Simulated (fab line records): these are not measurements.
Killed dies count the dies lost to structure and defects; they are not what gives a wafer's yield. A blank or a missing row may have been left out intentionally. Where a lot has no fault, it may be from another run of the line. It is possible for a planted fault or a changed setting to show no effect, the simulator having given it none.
What tool caused it? / flow nand harc / 36 wafers from 12 lots sampled at 6 of the route's 1302 steps

== WHAT THE GAUGES READ, wafer by wafer ==
NHARC_P_ZERO_WELL_CD_MEAS_37: target cd 720 nm. Usual: cd nm reads 720.0 nm (standard deviation 1.8).
lot=L531; measured=day 2 00:53; on=cd sem-01; cd nm (nm)=718.3 717.8 716.7; flag=
lot=L532; measured=day 2 10:06; on=cd sem-01; cd nm (nm)=718.6 719.0 720.6; flag=
lot=L533; measured=day 2 20:10; on=cd sem-03; cd nm (nm)=720.2 718.2 722.4; flag=
lot=L535; measured=day 3 16:00; on=cd sem-02; cd nm (nm)=719.9 721.3 723.0; flag=
lot=L536; measured=day 4 02:05; on=cd sem-02; cd nm (nm)=719.4 720.7 722.1; flag=
lot=L537; measured=day 4 14:40; on=cd sem-02; cd nm (nm)=- - -; flag=OFF
lot=L547; measured=day 8 16:18; on=cd sem-02; cd nm (nm)=718.4 717.3 721.1; flag=
lot=L549; measured=day 9 11:59; on=cd sem-03; cd nm (nm)=721.2 719.0 722.7; flag=
lot=L550; measured=day 9 22:12; on=cd sem-01; cd nm (nm)=722.0 719.8 719.8; flag=
lot=L551; measured=day 10 08:20; on=cd sem-03; cd nm (nm)=722.3 718.3 718.4; flag=
lot=L553; measured=day 11 04:14; on=cd sem-03; cd nm (nm)=717.6 719.9 718.8; flag=
lot=L554; measured=day 11 13:58; on=cd sem-01; cd nm (nm)=721.5 720.7 722.7; flag=

NHARC_P_GATE_CD_MEAS_46: target cd 720 nm. Usual: cd nm reads 719.5 nm (standard deviation 1.9).
lot=L531; measured=day 5 18:17; on=cd sem-01; cd nm (nm)=722.7 717.3 719.3; flag=
lot=L532; measured=day 5 17:39; on=cd sem-02; cd nm (nm)=720.1 717.1 720.9; flag=
lot=L533; measured=day 6 13:44; on=cd sem-02; cd nm (nm)=719.0 716.9 722.7; flag=
lot=L535; measured=day 7 01:37; on=cd sem-02; cd nm (nm)=718.2 717.1 717.8; flag=
lot=L536; measured=day 7 10:44; on=cd sem-03; cd nm (nm)=718.3 720.4 717.7; flag=
lot=L547; measured=day 12 05:53; on=cd sem-03; cd nm (nm)=719.6 720.7 717.8; flag=
lot=L549; measured=day 13 01:06; on=cd sem-03; cd nm (nm)=721.7 723.2 722.0; flag=
lot=L550; measured=day 13 16:13; on=cd sem-01; cd nm (nm)=720.9 719.4 718.7; flag=
lot=L551; measured=day 13 21:14; on=cd sem-02; cd nm (nm)=721.0 719.0 719.9; flag=
lot=L553; measured=day 15 00:02; on=cd sem-01; cd nm (nm)=722.1 721.2 720.2; flag=
lot=L554; measured=day 15 00:47; on=cd sem-02; cd nm (nm)=715.5 719.9 721.0; flag=

NHARC_END_SORT_01. Usual: killed at array 56, standard deviation 18; killed at other 1.4, standard deviation 1.5; killed at periphery 4, standard deviation 3.1; killed dies 61, standard deviation 19; killed open 3.5, standard deviation 1.8; killed short 2.4, standard deviation 1.4.
lot=L537; measured=day 27 20:19; on=prober-02; killed at array=52 55 52; killed at other=3 0 1; killed at periphery=622 622 624; killed dies=677 677 677; killed open=4 3 4; killed short=4 3 1; flag=OFF

== WHAT TOOL EACH LOT RAN ON (gives the tool, then ch and the chambers of the sampled wafers, and finally the start) ==
lot=L531; NHARC_P_ZERO_WELL_ETCH_63=rie si-05 ch 0,3, day 1 22:18; NHARC_P_ZERO_WELL_EXPOSE_34=krf scanner-02 ch 0, day 2 00:43; NHARC_P_GATE_DEP_103=pecvd-01 ch 1,2, day 5 05:43
lot=L532; NHARC_P_ZERO_WELL_ETCH_63=rie si-01 ch 2,3, day 2 07:39; NHARC_P_ZERO_WELL_EXPOSE_34=krf scanner-01 ch 0, day 2 09:56; NHARC_P_GATE_DEP_103=pecvd-02 ch 0,1,2, day 5 05:07
lot=L533; NHARC_P_ZERO_WELL_ETCH_63=rie si-04 ch 0,1,2, day 2 17:44; NHARC_P_ZERO_WELL_EXPOSE_34=krf scanner-04 ch 0, day 2 20:01; NHARC_P_GATE_DEP_103=pecvd-02 ch 1,2, day 6 01:02
lot=L535; NHARC_P_ZERO_WELL_ETCH_63=rie si-04 ch 1,2,3, day 3 13:33; NHARC_P_ZERO_WELL_EXPOSE_34=krf scanner-02 ch 0, day 3 15:51; NHARC_P_GATE_DEP_103=pecvd-03 ch 0,1, day 6 12:58
lot=L536; NHARC_P_ZERO_WELL_ETCH_63=rie si-04 ch 2,3, day 3 23:40; NHARC_P_ZERO_WELL_EXPOSE_34=krf scanner-02 ch 0, day 4 01:56; NHARC_P_GATE_DEP_103=pecvd-02 ch 0,1,2, day 6 22:01
lot=L537; NHARC_P_ZERO_WELL_ETCH_63=rie si-04 ch 0,1,2, day 4 09:43; NHARC_P_ZERO_WELL_EXPOSE_34=krf scanner-01 ch 0, day 4 14:31; NHARC_P_GATE_DEP_103=-
lot=L547; NHARC_P_ZERO_WELL_ETCH_63=rie si-01 ch 0,2, day 8 13:42; NHARC_P_ZERO_WELL_EXPOSE_34=krf scanner-01 ch 0, day 8 16:08; NHARC_P_GATE_DEP_103=pecvd-03 ch 0,1, day 11 17:20
lot=L549; NHARC_P_ZERO_WELL_ETCH_63=rie si-05 ch 0,1,2, day 9 09:40; NHARC_P_ZERO_WELL_EXPOSE_34=krf scanner-04 ch 0, day 9 11:49; NHARC_P_GATE_DEP_103=pecvd-02 ch 1,2, day 12 12:29
lot=L550; NHARC_P_ZERO_WELL_ETCH_63=rie si-05 ch 1,2,3, day 9 19:42; NHARC_P_ZERO_WELL_EXPOSE_34=krf scanner-02 ch 0, day 9 22:03; NHARC_P_GATE_DEP_103=pecvd-03 ch 0,1,2, day 13 01:35
lot=L551; NHARC_P_ZERO_WELL_ETCH_63=rie si-04 ch 0,2,3, day 10 05:40; NHARC_P_ZERO_WELL_EXPOSE_34=krf scanner-01 ch 0, day 10 08:11; NHARC_P_GATE_DEP_103=pecvd-02 ch 0,2, day 13 08:31
lot=L553; NHARC_P_ZERO_WELL_ETCH_63=rie si-01 ch 1,2,3, day 11 01:42; NHARC_P_ZERO_WELL_EXPOSE_34=krf scanner-01 ch 0, day 11 04:05; NHARC_P_GATE_DEP_103=pecvd-02 ch 0,1,2, day 14 11:28
lot=L554; NHARC_P_ZERO_WELL_ETCH_63=rie si-01 ch 1,3, day 11 11:32; NHARC_P_ZERO_WELL_EXPOSE_34=krf scanner-02 ch 0, day 11 13:49; NHARC_P_GATE_DEP_103=pecvd-03 ch 0,2, day 14 11:26
- NHARC_P_ZERO_WELL_ETCH_63: etches the open film in HBr/Cl2, target depth 120 nm, time 40.1 s.
- NHARC_P_ZERO_WELL_EXPOSE_34: exposes mask P PWELL, target cd 720 nm.
- NHARC_P_GATE_DEP_103: deposits SiON, target thk 30 nm.

== WHAT THE TOOLS THEMSELVES READ (means of the sampled wafers that have a number; where no wafer has one, the mark that the record gives instead) ==
NHARC_P_ZERO_WELL_ETCH_63. Usual: bias w 100.0 W, standard deviation 0.31; chamber pressure mTorr 15.000 mTorr, standard deviation 0.015; drypump motor current A 5.6 A, standard deviation 0.42; oes product au 0.999 a.u., standard deviation 0.011; throttle valve pct 26.407 %, standard deviation 0.0089.
lot=L531; tool=rie si-05; bias w (W)=100.1; chamber pressure mTorr (mTorr)=14.991; drypump motor current A (A)=5.5; oes product au (a.u.)=1.022; throttle valve pct (%)=26.408; flag=
lot=L532; tool=rie si-01; bias w (W)=100.2; chamber pressure mTorr (mTorr)=14.997; drypump motor current A (A)=5.5; oes product au (a.u.)=0.989; throttle valve pct (%)=26.402; flag=
lot=L533; tool=rie si-04; bias w (W)=100.3; chamber pressure mTorr (mTorr)=14.993; drypump motor current A (A)=5.5; oes product au (a.u.)=0.996; throttle valve pct (%)=26.405; flag=
lot=L535; tool=rie si-04; bias w (W)=100.3; chamber pressure mTorr (mTorr)=14.998; drypump motor current A (A)=5.8; oes product au (a.u.)=0.996; throttle valve pct (%)=26.409; flag=
lot=L536; tool=rie si-04; bias w (W)=100.1; chamber pressure mTorr (mTorr)=14.992; drypump motor current A (A)=5.8; oes product au (a.u.)=0.992; throttle valve pct (%)=26.407; flag=
lot=L537; tool=rie si-04; bias w (W)=100.2; chamber pressure mTorr (mTorr)=15.010; drypump motor current A (A)=5.5; oes product au (a.u.)=1.000; throttle valve pct (%)=26.410; flag=
lot=L547; tool=rie si-01; bias w (W)=100.5; chamber pressure mTorr (mTorr)=15.000; drypump motor current A (A)=5.8; oes product au (a.u.)=0.998; throttle valve pct (%)=26.407; flag=
lot=L549; tool=rie si-05; bias w (W)=100.0; chamber pressure mTorr (mTorr)=14.998; drypump motor current A (A)=5.5; oes product au (a.u.)=0.997; throttle valve pct (%)=26.407; flag=
lot=L550; tool=rie si-05; bias w (W)=100.2; chamber pressure mTorr (mTorr)=15.004; drypump motor current A (A)=5.6; oes product au (a.u.)=0.993; throttle valve pct (%)=26.408; flag=
lot=L551; tool=rie si-04; bias w (W)=99.9; chamber pressure mTorr (mTorr)=15.004; drypump motor current A (A)=5.5; oes product au (a.u.)=1.002; throttle valve pct (%)=26.406; flag=
lot=L553; tool=rie si-01; bias w (W)=100.0; chamber pressure mTorr (mTorr)=14.993; drypump motor current A (A)=5.8; oes product au (a.u.)=0.994; throttle valve pct (%)=26.406; flag=
lot=L554; tool=rie si-01; bias w (W)=100.0; chamber pressure mTorr (mTorr)=15.004; drypump motor current A (A)=6.0; oes product au (a.u.)=0.987; throttle valve pct (%)=26.412; flag=

NHARC_P_ZERO_WELL_EXPOSE_34. Usual: focus offset nm reads 0.1 nm (standard deviation 0.55).
lot=L531; tool=krf scanner-02; focus offset nm (nm)=-0.5; flag=
lot=L532; tool=krf scanner-01; focus offset nm (nm)=0.4; flag=
lot=L533; tool=krf scanner-04; focus offset nm (nm)=-0.2; flag=
lot=L535; tool=krf scanner-02; focus offset nm (nm)=0.6; flag=
lot=L536; tool=krf scanner-02; focus offset nm (nm)=-0.3; flag=
lot=L537; tool=krf scanner-01; focus offset nm (nm)=0.8; flag=
lot=L547; tool=krf scanner-01; focus offset nm (nm)=0.0; flag=
lot=L549; tool=krf scanner-04; focus offset nm (nm)=0.1; flag=
lot=L550; tool=krf scanner-02; focus offset nm (nm)=-0.1; flag=
lot=L551; tool=krf scanner-01; focus offset nm (nm)=-0.3; flag=
lot=L553; tool=krf scanner-01; focus offset nm (nm)=0.0; flag=
lot=L554; tool=krf scanner-02; focus offset nm (nm)=0.7; flag=

NHARC_P_GATE_DEP_103. Usual: heater power w 741 W, standard deviation 77; susceptor temp C 400.00 C, standard deviation 0.2.
lot=L531; tool=pecvd-01; heater power w (W)=847; susceptor temp C (C)=399.92; flag=
lot=L532; tool=pecvd-02; heater power w (W)=714; susceptor temp C (C)=399.94; flag=
lot=L533; tool=pecvd-02; heater power w (W)=782; susceptor temp C (C)=399.92; flag=
lot=L535; tool=pecvd-03; heater power w (W)=867; susceptor temp C (C)=400.17; flag=
lot=L536; tool=pecvd-02; heater power w (W)=690; susceptor temp C (C)=399.90; flag=
lot=L547; tool=pecvd-03; heater power w (W)=778; susceptor temp C (C)=400.28; flag=
lot=L549; tool=pecvd-02; heater power w (W)=710; susceptor temp C (C)=399.91; flag=
lot=L550; tool=pecvd-03; heater power w (W)=755; susceptor temp C (C)=399.84; flag=
lot=L551; tool=pecvd-02; heater power w (W)=680; susceptor temp C (C)=400.12; flag=
lot=L553; tool=pecvd-02; heater power w (W)=697; susceptor temp C (C)=400.03; flag=
lot=L554; tool=pecvd-03; heater power w (W)=775; susceptor temp C (C)=400.08; flag=

== THE ANSWER, worked out from the rows above alone ==
Rule: a lot counts as off when the mean over its wafers that have a number is more than 3 standard deviations away from the usual mean. Also off: a lot with no number at a reading for which 4 or more lots have one. Where the step has rows for the other lots, those lots are counted as sound. Order of review: gauges by route order, followed by the tools' own readings, for which a lot's mean as printed above is used. At the first step where some lot is off, the reading lying furthest off is the one used; lots without a number count as furthest.
Off, at NHARC_P_ZERO_WELL_CD_MEAS_37 on cd nm: L537. Without a number there: L537.
If a tool, at a process step before that reading, ran all the lots that are off and no sound lot after the first of them, it fits. Not tried: the gauges at NHARC_P_ZERO_WELL_CD_MEAS_37; whatever is off there is also off at NHARC_END_SORT_01, on other tools, and gauge error can't account for it. Of those tried, none fits.

== WHAT THE SIMULATOR HAD PUT IN ==
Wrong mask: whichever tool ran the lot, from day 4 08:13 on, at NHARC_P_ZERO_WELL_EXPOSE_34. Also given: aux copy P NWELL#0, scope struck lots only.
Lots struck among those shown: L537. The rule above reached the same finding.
